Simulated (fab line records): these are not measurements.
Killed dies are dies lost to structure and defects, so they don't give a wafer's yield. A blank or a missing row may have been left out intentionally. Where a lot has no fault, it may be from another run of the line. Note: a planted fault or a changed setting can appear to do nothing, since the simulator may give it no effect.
fab line records    flow nandHarc    part 2 of 2: steps 5 to 6 of 6
record: lots: 23  wafers: 69  lastDay: 32
route steps=1302 shown P_BONDPAD@367 A_CHANNEL_HOLE_D1@468 A_CHANNEL_FILL_D1@494
lots untouched by any fault: they come from a run of this same line in which no faults occurred
startH: hours from the record's opening day to when the first of the lot's shown wafers began    waitH: hours since the lot's step before    " the same as in the row above    L1.1+2: one row covering several wafers at once    - value missing, or start not given    * or withheld: withheld    < > ~ a bound
route shown NAME@n: names a module that has steps shown in the file, with the first one's number in the route    usual: mean/standard deviation of fault-free wafers    same: alike in all rows    chamber/n: place in a boat    sites: readings site by site    _std_site: their standard deviation    _edge_site: the outer-site mean with the inner-site mean subtracted    radiusMm: for every site, how far away it sits from the centre of the wafer    mask NAME#n: copy n    behind: the last tool/chamber to shape the wafer    hold: cause of the lot's hold/its duration in hours/its outcome    device: transistor that didn't switch, given as n, p or np    end of line: the same wafers' tests at the end of the route    for a step that has no rows: nothing shown but its recipe    killed: the dies lost at the first sort to structure and to defects; this is not the yield of the wafer    map: dies across one wafer; x = killed, . = not, _ = none there
set.NAME: the setting the step ran with; set.NAME@STEP: the setting that earlier step ran with    model.NAME: the simulator's own value behind a step, which no gauge read
steps of the route over a sample of lots; a table a step, a row a wafer
services: when a tool's chamber went out of use (startH, in hours from the record's first day, below 0 if earlier), for how many hours, and the reason
== steps ==
step: NHARC_A_CHANNEL_HOLE_D1_ETCH_26
recipe: biasV: 300  sourceW: 2000  pressureMtorr: 30  timeS: 224.1  arFlowSccm: 375  c4f8FlowSccm: 11.4  o2FlowSccm: 113.6  tempC: -20  targetDepthA: 3000  chemistry: C4F8/O2/Ar
usual: drypumpMotorCurrentA: 5.8/0.37  o2FlowSccm: 113.6/0.33  showerheadPlenumPTorr: 3.70/0.1  throttleValvePct: 24.584/0.0091
same: timeS: 224.1
lot.wafer  tool        chamber  startH  waitH  drypumpMotorCurrentA  o2FlowSccm  rfHoursCounterH  showerheadPlenumPTorr  throttleValvePct
L074.1     harEtch-01  1        187.68  0.6    6.2                   113.4       92               3.78                   24.605
L074.3     "           1        "       "      6.2                   113.6       -                3.78                   24.592
L074.5     "           1        "       "      6.2                   113.4       -                3.78                   24.584
L075.1     harEtch-01  0        191.80  0.7    5.3                   113.7       96               3.78                   24.588
L075.4     "           0        "       "      5.4                   113.0       -                3.78                   24.582
L075.3     "           1        "       "      6.2                   113.7       -                3.78                   24.587
L076.1     harEtch-01  0        206.47  0.7    5.4                   113.2       104              3.77                   24.569
L076.4     "           0        "       "      5.4                   113.3       -                3.77                   24.575
L076.6     "           0        "       "      5.4                   113.3       -                3.77                   24.585
L077.3     harEtch-01  0        225.72  0.4    5.3                   114.0       -                3.76                   24.594
L077.5     "           1        "       "      6.2                   113.6       -                3.76                   24.583
L077.6     "           0        "       "      5.3                   113.9       -                3.76                   24.583
L078.3     harEtch-02  0        227.41  0.5    5.9                   113.6       -                3.55                   24.603
L078.4     "           1        "       "      5.6                   113.7       -                3.66                   24.587
L078.6     "           1        "       "      5.6                   113.5       -                3.66                   24.581
L079.1     harEtch-01  1        229.78  0.7    6.2                   113.6       123              3.76                   24.596
L079.4     "           0        "       "      5.3                   113.6       -                3.76                   24.586
L079.5     "           1        "       "      6.3                   113.5       -                3.76                   24.587
L080.2     harEtch-02  0        243.81  0.6    5.9                   113.6       331              3.55                   24.576
L080.4     "           0        "       "      5.9                   113.4       -                3.55                   24.573
L080.6     "           1        "       "      5.6                   113.9       -                3.66                   24.569
L081.4     harEtch-01  1        255.71  0.5    6.2                   113.9       -                3.75                   24.583
L081.3     "           0        "       "      5.3                   114.2       -                3.75                   24.580
L081.5     "           1        "       "      6.2                   113.7       -                3.75                   24.587
L083.1     harEtch-01  1        270.34  0.7    6.3                   114.0       146              3.75                   24.582
L083.2     "           0        "       "      5.3                   114.0       146              3.75                   24.585
L083.3     "           0        "       "      5.3                   113.3       -                3.75                   24.593
L082.3     harEtch-02  0        270.96  0.5    5.8                   113.7       -                3.54                   24.580
L082.6     "           0        "       "      5.8                   114.0       -                3.54                   24.589
L082.5     "           1        "       "      5.6                   113.6       -                3.65                   24.576
L084.2     harEtch-01  1        283.11  0.7    6.2                   113.7       153              3.74                   24.589
L084.3     "           0        "       "      5.3                   113.3       -                3.74                   24.571
L084.6     "           0        "       "      5.3                   113.5       -                3.74                   24.600
L085.4     harEtch-02  0        306.80  0.4    5.8                   113.1       -                3.53                   24.582
L085.5     "           1        "       "      5.6                   113.3       -                3.64                   24.588
L085.6     "           0        "       "      5.8                   113.3       -                3.53                   24.595
L086.2     harEtch-01  0        310.05  0.7    5.3                   113.5       165              3.74                   24.590
L086.6     "           0        "       "      5.3                   113.4       -                3.74                   24.585
L086.5     "           1        "       "      6.3                   113.2       -                3.74                   24.602
L087.2     harEtch-02  0        315.33  0.6    5.9                   113.4       366              3.53                   24.585
L087.3     "           0        "       "      5.9                   113.6       -                3.53                   24.586
L087.6     "           1        "       "      5.6                   113.4       -                3.64                   24.595
L089.4     harEtch-01  0        330.98  0.5    5.3                   113.4       -                3.73                   24.582
L089.3     "           1        "       "      6.2                   113.6       -                3.73                   24.575
L089.5     "           0        "       "      5.4                   113.9       -                3.73                   24.585
L088.4     harEtch-02  0        331.54  0.5    5.8                   114.0       -                3.52                   24.589
L088.3     "           1        "       "      5.6                   113.7       -                3.63                   24.589
L088.6     "           1        "       "      5.6                   114.0       -                3.63                   24.577
L091.1     harEtch-01  1        349.24  0.6    6.2                   113.4       188              3.72                   24.584
L091.4     "           0        "       "      5.4                   113.9       -                3.72                   24.600
L091.6     "           0        "       "      5.3                   114.1       -                3.72                   24.575
L090.2     harEtch-02  1        349.39  0.6    5.6                   114.0       374              3.62                   24.563
L090.3     "           1        "       "      5.6                   113.7       -                3.62                   24.588
L090.6     "           0        "       "      5.9                   113.4       -                3.52                   24.590
L092.4     harEtch-01  1        363.34  0.5    6.3                   114.1       -                3.72                   24.573
L092.3     "           0        "       "      5.3                   113.6       -                3.72                   24.604
L092.5     "           1        "       "      6.3                   113.5       -                3.72                   24.592
L093.2     harEtch-02  0        372.07  0.6    5.8                   113.9       404              3.51                   24.575
L093.4     "           1        "       "      5.6                   113.9       -                3.61                   24.595
L093.3     "           0        "       "      5.9                   113.4       -                3.51                   24.580
L094.4     harEtch-01  0        393.30  0.5    5.4                   113.5       -                3.71                   24.564
L094.5     "           0        "       "      5.3                   113.8       -                3.71                   24.584
L094.6     "           1        "       "      6.2                   112.8       -                3.71                   24.568
L095.2     harEtch-01  1        405.36  0.7    6.3                   113.7       229              3.70                   24.586
L095.4     "           1        "       "      6.3                   113.2       -                3.70                   24.585
L095.5     "           0        "       "      5.3                   114.0       -                3.70                   24.576
L096.1     harEtch-02  1        407.72  0.6    5.6                   113.2       11               3.99                   24.587
L096.4     "           1        "       "      5.6                   113.7       -                3.99                   24.584
L096.5     "           1        "       "      5.6                   113.0       -                3.99                   24.583
step: NHARC_A_CHANNEL_FILL_D1_ALD_14
recipe: targetThkA: 25  pulseTimeS: 10  aldCycles: 25  tempC: 300  material: SiO2
usual: heaterPowerW: 446/34  precursorPulseHeightRel: 1.002/0.022
lot.wafer  tool      chamber  startH  waitH  heaterPowerW  precursorPulseHeightRel
L074.1     aldHk-02  3        196.96  0.1    358           1.021
L074.3     "         1        "       "      449           0.992
L074.5     "         2        "       "      468           0.978
L075.1     aldHk-04  2        201.09  0.0    439           0.966
L075.3     "         3        "       "      440           1.005
L075.4     "         0        "       "      468           1.001
L076.1     aldHk-01  1        215.70  0.1    440           1.010
L076.4     "         2        "       "      488           1.003
L076.6     "         1        "       "      431           1.020
L077.3     aldHk-04  1        234.78  0.0    490           0.984
L077.6     "         1        "       "      495           0.990
L077.5     "         2        "       "      429           0.987
L078.4     aldHk-02  0        234.96  0.2    453           0.999
L078.3     "         1        "       "      453           0.970
L078.6     "         3        "       "      360           1.035
L079.1     aldHk-02  3        239.01  0.1    349           1.026
L079.4     "         0        "       "      448           1.003
L079.5     "         3        "       "      360           1.028
L080.4     aldHk-04  3        253.12  0.1    433           0.991
L080.2     "         1        "       "      491           0.994
L080.6     "         3        "       "      437           0.985
L081.3     aldHk-02  2        265.08  0.0    468           0.997
L081.4     "         0        "       "      472           0.989
L081.5     "         2        "       "      459           0.984
L083.2     aldHk-04  2        279.50  0.0    402           0.997
L083.3     "         3        "       "      446           1.003
L083.1     "         0        "       "      443           0.987
L082.3     aldHk-02  0        279.61  0.2    462           1.018
L082.6     "         1        "       "      451           1.023
L082.5     "         2        "       "      469           0.988
L084.3     aldHk-02  0        293.55  1.3    449           1.014
L084.2     "         2        "       "      475           0.993
L084.6     "         0        "       "      472           0.970
L085.4     aldHk-01  2        315.98  0.2    501           1.003
L085.6     "         3        "       "      490           1.002
L085.5     "         0        "       "      435           1.018
L086.2     aldHk-04  3        319.44  0.1    447           1.002
L086.6     "         2        "       "      425           1.006
L086.5     "         3        "       "      445           1.029
L087.3     aldHk-01  3        326.35  2.0    493           0.989
L087.2     "         1        "       "      444           1.023
L087.6     "         2        "       "      494           1.016
L089.3     aldHk-04  0        340.02  0.0    449           1.040
L089.4     "         2        "       "      430           0.986
L089.5     "         0        "       "      452           0.977
L088.4     aldHk-01  0        340.06  0.1    438           0.939
L088.3     "         1        "       "      453           0.996
L088.6     "         3        "       "      499           0.983
L091.1     aldHk-04  0        358.95  0.0    453           0.964
L091.4     "         2        "       "      418           1.011
L091.6     "         1        "       "      478           1.005
L090.2     aldHk-04  0        359.17  0.3    460           1.026
L090.3     "         3        "       "      442           0.970
L090.6     "         0        "       "      440           0.960
L092.4     aldHk-04  3        372.45  0.0    451           1.005
L092.3     "         1        "       "      474           1.003
L092.5     "         3        "       "      457           1.021
L093.3     aldHk-04  1        381.18  0.0    494           1.018
L093.4     "         3        "       "      437           0.970
L093.2     "         0        "       "      444           1.000
L094.4     aldHk-04  2        402.54  0.2    420           0.996
L094.5     "         3        "       "      454           0.975
L094.6     "         0        "       "      453           0.994
L095.2     aldHk-02  3        414.50  0.1    373           1.037
L095.4     "         1        "       "      451           1.031
L095.5     "         3        "       "      382           0.984
L096.4     aldHk-01  2        414.54  0.1    495           1.022
L096.1     "         3        "       "      488           1.000
L096.5     "         0        "       "      438           1.029
== services ==
tool        chamber  startH  hours  kind
rieDiel-07  -        117.63  9.0    pm
rieDiel-07  -        139.55  1.1    repair
aldHk-02    -        176.13  10.0   pm
rieDiel-07  0        188.12  5.2    repair
rieDiel-10  0        191.77  4.4    repair
rieDiel-07  1        191.78  7.4    repair
rieDiel-07  3        193.63  8.2    repair
rieDiel-01  -        203.80  9.0    pm
rieDiel-01  -        222.93  0.5    repair
rieDiel-07  1        242.24  8.3    repair
rieDiel-10  -        242.51  9.0    pm
aldHk-04    -        257.15  10.0   pm
rieDiel-07  0        277.34  3.5    repair
rieDiel-10  -        277.42  0.7    repair
rieDiel-07  -        294.63  9.0    pm
rieDiel-01  2        300.56  9.2    repair
rieDiel-01  3        302.29  13.9   repair
harEtch-01  -        313.12  0.8    repair
rieDiel-01  1        319.99  20.5   repair
rieDiel-10  0        348.01  14.6   repair
rieDiel-01  0        374.49  20.4   repair
harEtch-02  -        377.00  17.0   pm
rieDiel-01  -        380.80  9.0    pm
aldHk-04    -        383.65  0.5    repair
